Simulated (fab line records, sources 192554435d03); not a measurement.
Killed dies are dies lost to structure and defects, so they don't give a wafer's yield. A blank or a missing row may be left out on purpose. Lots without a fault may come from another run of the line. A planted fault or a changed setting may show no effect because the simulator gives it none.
Problem report in the 8D (eight disciplines) form, filled by code | flow n5_finfet | the parts of the form that need people (team, actions taken, sign-off) are left out

1. THE PROBLEM
killed_at_M0_to_M3 at N5_PASSIVATION_PROBE_49 reads a mean of 158 on 6 wafers of 2 lots; wafers without a fault read 32 with a standard deviation of 9.5. That is +13 standard deviations from the usual mean.
First seen on wafer L558.2, day 15 23:39, on prober-02. The record holds 6 wafers of 2 lots with a number at this step. Rule for "out", or "out of limits": more than 4 standard deviations from the usual mean. The other wafers with a number count as sound.

2. WHAT IT IS AND WHAT IT IS NOT
question                    | is                                                                         | is not
which readings at this step | killed_at_M0_to_M3, defect_limited_yield, killed_dies, sort_bin_5_function | killed_at_M4_up, killed_at_contacts, killed_at_front_end, killed_at_other, killed_open, killed_short
which lots                  | L558, L560                                                                 | -
which wafers of those lots  | all that have a number                                                     | -
read on which tools         | prober-02                                                                  | -
when                        | from day 15 23:39                                                          | up to then (0 sound wafers)

3. SUSPECTS, AND WHAT RULES EACH OUT
Counting: a tool at a process step up to the reading stays a suspect if it ran every lot that is out and no sound lot after the first of them.
- pvd_sputter-03 at N5_BEOL_M1_SPUTTER_88 (material Cu, target thk 4.5 nm, time 8.29 s): kept. It ran every lot that is out, first L558 (day 9 13:40), and no sound lot after that.
- pvd_sputter-01 at N5_BEOL_M15_DEGAS_41 (time 60 s): kept. It ran every lot that is out, first L558 (day 15 08:57), and no sound lot after that.
- prober-02 at N5_PASSIVATION_PROBE_49: kept. It ran every lot that is out, first L558 (day 15 23:39), and no sound lot after that. Its own readings are out on those wafers: defect_limited_yield, killed_at_M0_to_M3, killed_dies, sort_bin_5_function.
Left after counting: pvd_sputter-03 at N5_BEOL_M1_SPUTTER_88, pvd_sputter-01 at N5_BEOL_M15_DEGAS_41, prober-02 at N5_PASSIVATION_PROBE_49.

4. THE CAUSE (what the simulator had put in)
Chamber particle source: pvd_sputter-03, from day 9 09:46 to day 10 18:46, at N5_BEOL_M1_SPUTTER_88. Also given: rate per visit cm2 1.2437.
Counting left 3 suspects, and this tool is among them.

5. THE CHAIN OF EFFECTS, in route order
Each row: a reading whose mean over the struck wafers that have a number lies more than 3 standard deviations from the usual. Only readings for which the record gives a usual standard deviation are gone through. hours: the time from each lot's start at the first step in this table that gives one to its start at this step, as a median over the lots. sigmas: the change in usual standard deviations.
hours | step                    | reading              | usual  | on struck wafers | change | sigmas
0     | N5_PASSIVATION_PROBE_49 | defect_limited_yield | 91.6 % | 81.6             | -10.0  | -7.1
0     | N5_PASSIVATION_PROBE_49 | killed_at_M0_to_M3   | 32     | 158              | +126   | +13
0     | N5_PASSIVATION_PROBE_49 | killed_dies          | 99     | 217              | +118   | +7.4
0     | N5_PASSIVATION_PROBE_49 | sort_bin_5_function  | 4.8 %  | 11.3             | +6.5   | +7.4
0     | N5_PASSIVATION_PROBE_49 | sort_n_pass          | 1077   | 946              | -132   | -4.5
0     | N5_PASSIVATION_PROBE_49 | sort_yield_pct       | 91.2 % | 80.1             | -11.1  | -4.4
The process steps in it:
- N5_PASSIVATION_PROBE_49

6. WHAT WOULD HAVE CAUGHT IT SOONER
In this record the first reading out of limits was taken at day 15 23:39, 158 hours after the fault began at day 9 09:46.
Of the tool readings at N5_BEOL_M1_SPUTTER_88 for which the record gives a usual standard deviation, none was out on any struck wafer, so an alarm limit of 4 standard deviations on them would not have fired.
All the lots that are out (2) had begun N5_BEOL_M1_SPUTTER_88 on pvd_sputter-03 by day 15 23:39. A hold on the tool at that time would have spared none of them.
